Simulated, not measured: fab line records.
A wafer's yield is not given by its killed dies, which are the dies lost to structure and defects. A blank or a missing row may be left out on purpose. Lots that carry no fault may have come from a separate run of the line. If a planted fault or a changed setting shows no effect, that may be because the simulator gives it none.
Lot-split experiment ; flow n5Finfet ; 21 wafers read from 7 lots, route of 1938 steps

SPLIT DETAILS
At N5_BEOL_M2_EXPOSE_08 (exposes mask M2), the setting doseMj was moved away from the recipe's 41.25 on 8 of the 21 wafers read, by -7.0% to +6.2%. This setting was run at the recipe's value on the other wafers.

FROM THE SPLIT TO THE READING: what the file shows between them, 2 steps
- N5_BEOL_M2_PEB_09: peb time 60 s
- N5_BEOL_M2_DEVELOP_10: develop time 30 s

THE READING
cdNm, in nm, at N5_BEOL_M2_CD_MEAS_11 (target cd 16.79 nm). On this fab line, fault-free wafers typically give 16.73 nm with a standard deviation of 0.22 nm.

wafer;tool, chamber at the split;doseMj as run;against the recipe;cdNm, nm;against lot-mates on the recipe
L074.1;euvScanner-02, 0;41.25;recipe;17.08;-
L074.3;euvScanner-02, 0;38.81;-5.9%;15.47;-1.51
L074.5;euvScanner-02, 0;41.25;recipe;16.88;-
L077.3;euvScanner-01, 0;43.81;+6.2%;17.88;no lot-mate on the recipe
L077.4;euvScanner-01, 0;43.81;+6.2%;17.84;no lot-mate on the recipe
L077.5;euvScanner-01, 0;43.81;+6.2%;17.67;no lot-mate on the recipe
L081.3;euvScanner-01, 0;41.25;recipe;16.64;-
L081.5;euvScanner-01, 0;41.25;recipe;16.93;-
L081.6;euvScanner-01, 0;38.36;-7.0%;15.74;-1.04
L085.3;euvScanner-01, 0;41.25;recipe;16.71;-
L085.4;euvScanner-01, 0;41.25;recipe;16.38;-
L085.5;euvScanner-01, 0;41.25;recipe;16.93;-
L089.1;euvScanner-01, 0;42.72;+3.6%;17.13;+0.43
L089.3;euvScanner-01, 0;42.72;+3.6%;17.61;+0.91
L089.5;euvScanner-01, 0;41.25;recipe;16.70;-
L093.2;euvScanner-01, 0;41.25;recipe;16.89;-
L093.5;euvScanner-01, 0;41.25;recipe;16.67;-
L093.6;euvScanner-01, 0;41.25;recipe;16.93;-
L096.1;euvScanner-01, 0;41.25;recipe;16.47;-
L096.2;euvScanner-01, 0;43.08;+4.4%;17.27;+0.66
L096.5;euvScanner-01, 0;41.25;recipe;16.75;-

THE FIT
A straight line over all 21 wafers: cdNm changes by +0.167 nm for each +1% of doseMj; r = +0.94; the points scatter about the line by 0.2 nm.
The same after taking each lot's own level away (the mean of its wafers on the recipe; 18 wafers): +0.185 nm for each +1%; r = +0.93; scatter 0.2 nm.
On that fit, the largest move of doseMj shifts the reading by 1.3 nm.
Measured against the standard deviation above, the lots' own levels, which go from 16.610 to 16.980 nm, span 1.7 times it.
Consequently the slope shifts little with the lot-to-lot level, the two slopes agreeing.
Check: with one of the wafers moved furthest among these (-7.0%) left out of the fit, the line predicts -1.52 nm for it against its lot-mates. Against them it came out at -1.04 nm.

OTHER SPLITS ON THESE WAFERS
These wafers also went through other splits before the reading. Each is held against what the fit with the lots' levels taken away leaves over:
other split on the same wafers;wafers away from the commonest value;r with cdNm (lot level and that fit taken away)
N5_BEOL_M2_ILD_DEP_00 timeS;4;+0.20

THE WHOLE CHAIN: every reading that the file lists as answering this split, in the file's order
step;what it does;reading;change (the file's fit);r (the file's)
N5_BEOL_M2_CD_MEAS_11;target cd 16.79 nm;cdNm;+0.185 nm for each +1% of the setting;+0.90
N5_BEOL_M2_ETCH_74;etches underlayer in N2/H2, target depth 6.5 nm, time 5.2 s;BEOL_M2.cdOffsetNm (the simulator's own value, which no gauge read);+0.18 nm for each +1% of the setting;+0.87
N5_BEOL_M2_ETCH_63;etches SiARC in CF4, target depth 15.6 nm, time 26 s;BEOL_M2.cdOffsetNm (the simulator's own value, which no gauge read);+0.214 nm for each +1% of the setting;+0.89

FILE'S OWN FIT
cdNm changes by +0.185 nm for each +1% of doseMj, r = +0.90.
